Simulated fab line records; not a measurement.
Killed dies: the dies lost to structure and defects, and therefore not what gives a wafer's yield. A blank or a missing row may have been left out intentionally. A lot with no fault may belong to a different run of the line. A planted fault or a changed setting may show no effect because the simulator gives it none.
Tool commonality check + flow nand_harc + 12 lots, 36 wafers sampled

WHY IT WAS OPENED
On 3 of the 12 lots, a flag is raised at NHARC_END_SORT_01 on the reading killed_at_array. No-fault wafers: 46, standard deviation 16.
Rule: flag the lot when none of its wafers has a number, or when each of its wafers that has one lies beyond 4 standard deviations from that mean. The rest of the lots are taken to be sound.

| lot  | measured     | on        | killed_at_array, wafer by wafer | flag    |
|------|--------------|-----------|---------------------------------|---------|
| L732 | day 24 20:01 | prober-01 | 81 72 66                        |         |
| L736 | day 27 03:20 | prober-02 | 34 63 42                        |         |
| L740 | day 28 10:43 | prober-01 | 61 75 56                        |         |
| L739 | day 28 11:32 | prober-02 | 41 38 42                        |         |
| L741 | day 28 20:07 | prober-01 | 673 673 675                     | FLAGGED |
| L742 | day 28 20:07 | prober-02 | 37 42 37                        |         |
| L744 | day 29 07:43 | prober-02 | 673 673 674                     | FLAGGED |
| L743 | day 29 18:41 | prober-01 | 668 671 669                     | FLAGGED |
| L751 | day 32 18:41 | prober-01 | 54 59 65                        |         |
| L749 | day 33 01:32 | prober-02 | 30 46 34                        |         |
| L750 | day 33 02:43 | prober-01 | 40 36 43                        |         |
| L752 | day 33 15:07 | prober-02 | 46 43 60                        |         |
The numbers of the flagged lots are 672 on average: +626 against the usual, or +39 standard deviations.

WHICH TOOL EACH LOT WENT THROUGH
The record holds 4 process steps before the reading, out of a route of 1302 steps. Every cell lists first the tool, next ch and the chambers used by the sampled wafers, and last the start.
| lot  | flag    | NHARC_A_STAIRCASE_DESCUM_443       | NHARC_A_STAIRCASE_CMP_450     | NHARC_A_STAIRCASE_CMP_152     | NHARC_A_STAIRCASE_ETCHBACK_157     |
|------|---------|------------------------------------|-------------------------------|-------------------------------|------------------------------------|
| L732 |         | rie_diel-13 ch 0,1, day 19 05:35   | cmp-01 ch 0,1, day 19 10:52   | cmp-01 ch 0,1, day 19 10:57   | rie_diel-13 ch 1,3, day 19 11:49   |
| L736 |         | rie_diel-02 ch 0,3, day 21 15:32   | cmp-01 ch 0,2,3, day 21 22:28 | cmp-01 ch 0,2,3, day 21 22:32 | rie_diel-10 ch 1,3, day 21 23:23   |
| L740 |         | rie_diel-10 ch 0,1,2, day 22 21:20 | cmp-02 ch 1,2,3, day 23 03:05 | cmp-02 ch 1,2,3, day 23 03:09 | rie_diel-02 ch 1,2,3, day 23 03:58 |
| L739 |         | rie_diel-02 ch 1,2,3, day 22 22:07 | cmp-04 ch 0,2,3, day 23 03:34 | cmp-04 ch 0,2,3, day 23 03:38 | rie_diel-13 ch 1,2,3, day 23 04:28 |
| L741 | FLAGGED | rie_diel-02 ch 0,1,2, day 23 11:50 | cmp-04 ch 0,3, day 23 17:10   | cmp-04 ch 0,3, day 23 17:14   | rie_diel-13 ch 0,3, day 23 18:15   |
| L742 |         | rie_diel-10 ch 0,1,2, day 23 11:41 | cmp-02 ch 0,1,3, day 23 16:58 | cmp-02 ch 0,1,3, day 23 17:03 | rie_diel-13 ch 0,2,3, day 23 18:05 |
| L744 | FLAGGED | rie_diel-02 ch 1,3, day 23 16:22   | cmp-01 ch 1,3, day 23 21:36   | cmp-01 ch 1,3, day 23 21:40   | rie_diel-13 ch 1,2, day 23 22:32   |
| L743 | FLAGGED | rie_diel-10 ch 2,3, day 23 16:11   | cmp-04 ch 1,2,3, day 23 21:24 | cmp-04 ch 1,2,3, day 23 21:28 | rie_diel-13 ch 0,3, day 23 22:17   |
| L751 |         | rie_diel-13 ch 0,1,3, day 27 00:26 | cmp-04 ch 1,2,3, day 27 05:42 | cmp-04 ch 1,2,3, day 27 05:47 | rie_diel-13 ch 0,1,3, day 27 06:35 |
| L749 |         | rie_diel-10 ch 0,2,3, day 27 00:29 | cmp-02 ch 0,1,3, day 27 05:46 | cmp-02 ch 0,1,3, day 27 05:50 | rie_diel-10 ch 0,2,3, day 27 06:40 |
| L750 |         | rie_diel-02 ch 0,1,2, day 27 00:28 | cmp-01 ch 0,1,2, day 27 05:59 | cmp-01 ch 0,1,2, day 27 06:04 | rie_diel-13 ch 0,3, day 27 06:52   |
| L752 |         | rie_diel-10 ch 0,1,3, day 28 00:41 | cmp-02 ch 0,2,3, day 28 06:01 | cmp-02 ch 0,2,3, day 28 06:05 | rie_diel-02 ch 1,2,3, day 28 06:59 |
What is done by these steps:
- NHARC_A_STAIRCASE_DESCUM_443: chemistry O2, time 3 s.
- NHARC_A_STAIRCASE_CMP_450: polishes SiO2, target thk 200 nm.
- NHARC_A_STAIRCASE_CMP_152: polishes.
- NHARC_A_STAIRCASE_ETCHBACK_157: etches the open film in CH3F/O2, target depth 90 nm, time 167.14 s.
- NHARC_END_SORT_01

FLAGGED OVER TOTAL, TOOL BY TOOL (the gauges that took the reading come last)
| step                           | tool        | lots run | flagged | share of the flagged lots | sound lots run after its first flagged lot |
|--------------------------------|-------------|----------|---------|---------------------------|--------------------------------------------|
| NHARC_A_STAIRCASE_DESCUM_443   | rie_diel-02 | 5        | 2       | some                      | 1 (L750)                                   |
| NHARC_A_STAIRCASE_DESCUM_443   | rie_diel-10 | 5        | 1       | some                      | 2 (L749,L752)                              |
| NHARC_A_STAIRCASE_DESCUM_443   | rie_diel-13 | 2        | 0       | none                      | -                                          |
| NHARC_A_STAIRCASE_CMP_450      | cmp-01      | 4        | 1       | some                      | 1 (L750)                                   |
| NHARC_A_STAIRCASE_CMP_450      | cmp-02      | 4        | 0       | none                      | -                                          |
| NHARC_A_STAIRCASE_CMP_450      | cmp-04      | 4        | 2       | some                      | 1 (L751)                                   |
| NHARC_A_STAIRCASE_CMP_152      | cmp-01      | 4        | 1       | some                      | 1 (L750)                                   |
| NHARC_A_STAIRCASE_CMP_152      | cmp-02      | 4        | 0       | none                      | -                                          |
| NHARC_A_STAIRCASE_CMP_152      | cmp-04      | 4        | 2       | some                      | 1 (L751)                                   |
| NHARC_A_STAIRCASE_ETCHBACK_157 | rie_diel-02 | 2        | 0       | none                      | -                                          |
| NHARC_A_STAIRCASE_ETCHBACK_157 | rie_diel-10 | 2        | 0       | none                      | -                                          |
| NHARC_A_STAIRCASE_ETCHBACK_157 | rie_diel-13 | 8        | 3       | all                       | 2 (L751,L750)                              |
| NHARC_END_SORT_01              | prober-01   | 6        | 2       | some                      | 2 (L751,L750)                              |
| NHARC_END_SORT_01              | prober-02   | 6        | 1       | some                      | 2 (L749,L752)                              |

WHAT THE TABLE PERMITS
1 row of the table ran every flagged lot: rie_diel-13 at NHARC_A_STAIRCASE_ETCHBACK_157.
- rie_diel-13 at NHARC_A_STAIRCASE_ETCHBACK_157: 3 of its 8 lots flagged. Sound lots followed the first flagged one (L751, L750) on it, something a lasting fault affecting the whole tool could not allow. On the flagged lots its readings are blank where sound lots have values: bias_w, ch3f_flow_sccm, drypump_motor_current_A, oes_product_au and 3 more.
None of the table's rows ran every flagged lot and, after the first, no sound lot.

WHAT HAD BEEN PUT IN BY THE SIMULATOR
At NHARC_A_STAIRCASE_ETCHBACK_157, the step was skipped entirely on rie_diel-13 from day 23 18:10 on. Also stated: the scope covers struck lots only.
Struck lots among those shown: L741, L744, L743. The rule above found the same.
